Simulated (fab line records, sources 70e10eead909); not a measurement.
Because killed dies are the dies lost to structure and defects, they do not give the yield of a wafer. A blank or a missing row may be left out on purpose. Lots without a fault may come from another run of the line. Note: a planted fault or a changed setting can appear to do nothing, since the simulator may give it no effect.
A struck lot beside a sound one    flow nand-harc    14 steps out of a route of 1302
Sound: these wafers, L739.2, L739.5, L739.6. Struck: wafer L753.1 (left out: L753.2, a lot-mate that was not struck); the cause follows at the end.
Order at every step that has rows: each side's tool, ch and its chambers, its first start. Under that, the readings that differ: sound wafers    struck wafers    difference of the means    sigmas: that difference in standard deviations of wafers without a fault.
alike: same words and numbers on both sides, and readings whose means sit less than 2 such deviations apart. not compared: any withheld reading, any reading some wafer has no value for, any bound like >300 that may hide the same value, and any number with overlapping values for which the record gives no deviation.
Wherever a step has rows on one side only, a row that says differs or no value, or a row with sigmas, the two part there. Non-overlapping numbers with no deviation appear without sigmas and do not part them. A reading missing from all wafers of one side parts the sides only when that side holds two or more wafers.

first, 9 steps without rows for these wafers: NHARC_A_STAIRCASE_DEHYDRATE_01 (time 120 s); NHARC_A_STAIRCASE_HMDS_02 (time 30 s); NHARC_A_STAIRCASE_COAT_03; NHARC_A_STAIRCASE_SOFTBAKE_04 (time 170 s); NHARC_A_STAIRCASE_EBR_05; NHARC_A_STAIRCASE_EXPOSE_06 (exposes mask STAIR); NHARC_A_STAIRCASE_PEB_07 (peb time 130 s); NHARC_A_STAIRCASE_DEVELOP_08 (time 140 s); NHARC_A_STAIRCASE_HARDBAKE_10 (time 140 s).
NHARC_A_STAIRCASE_DESCUM_11: chemistry O2, time 3 s.
  sound on rie-diel-13 ch 0,1,2, day 16 06:44; struck on rie-diel-03 ch 0, day 22 16:06
  alike: drypump-motor-current-A, oes-product-au, rf-vpp-V, showerhead-plenum-p-Torr, throttle-valve-pct
  not compared: rf-hours-counter-h
NHARC_A_STAIRCASE_TRIM_12: chemistry O2, time 211.2 s.
  sound on rie-diel-13 ch 0,1,2, day 16 07:05; struck on rie-diel-03 ch 2, day 22 16:15
reading                      sound        struck  difference  sigmas
drypump-motor-current-A (A)  6.4 6.0 6.0  5.0     -1.1        -2
  alike: oes-product-au, rf-vpp-V, showerhead-plenum-p-Torr, throttle-valve-pct
  not compared: rf-hours-counter-h
NHARC_A_STAIRCASE_ETCH_13: etches the open film in C4F8/O2, target depth 100 nm, time 40.5 s.
  sound on rie-diel-13 ch 0,1,2, day 16 07:38; struck on rie-diel-03 ch 2, day 22 16:34
reading                sound              struck  difference  sigmas
oes-product-au (a.u.)  0.920 0.923 0.915  0.753   -0.166      -11
  alike: rf-vpp-V
  not compared: rf-hours-counter-h
NHARC_A_STAIRCASE_TRIM_14: chemistry O2, time 211.2 s.
  sound: rie-diel-13 ch 0,2; struck: rie-diel-03 ch 2
reading                      sound        struck  difference  sigmas
drypump-motor-current-A (A)  6.0 6.0 6.0  5.0     -1.0        -2
  alike: oes-product-au, rf-vpp-V, showerhead-plenum-p-Torr, throttle-valve-pct
  not compared: rf-hours-counter-h
-- record jumps: 9 days between struck wafers' starts before vs after; left off in module A_STAIRCASE, resumes in module END, first step shown is number 1302 of the route --
NHARC_END_SORT_01:
  only the struck wafers appear in the record here, on prober-01 ch 0 at day 31 04:52; the sound ones have no rows

WHERE THEY PART
Earliest at NHARC_A_STAIRCASE_TRIM_12; latest, in this record, at NHARC_END_SORT_01.

WHY: the cause the simulator had injected
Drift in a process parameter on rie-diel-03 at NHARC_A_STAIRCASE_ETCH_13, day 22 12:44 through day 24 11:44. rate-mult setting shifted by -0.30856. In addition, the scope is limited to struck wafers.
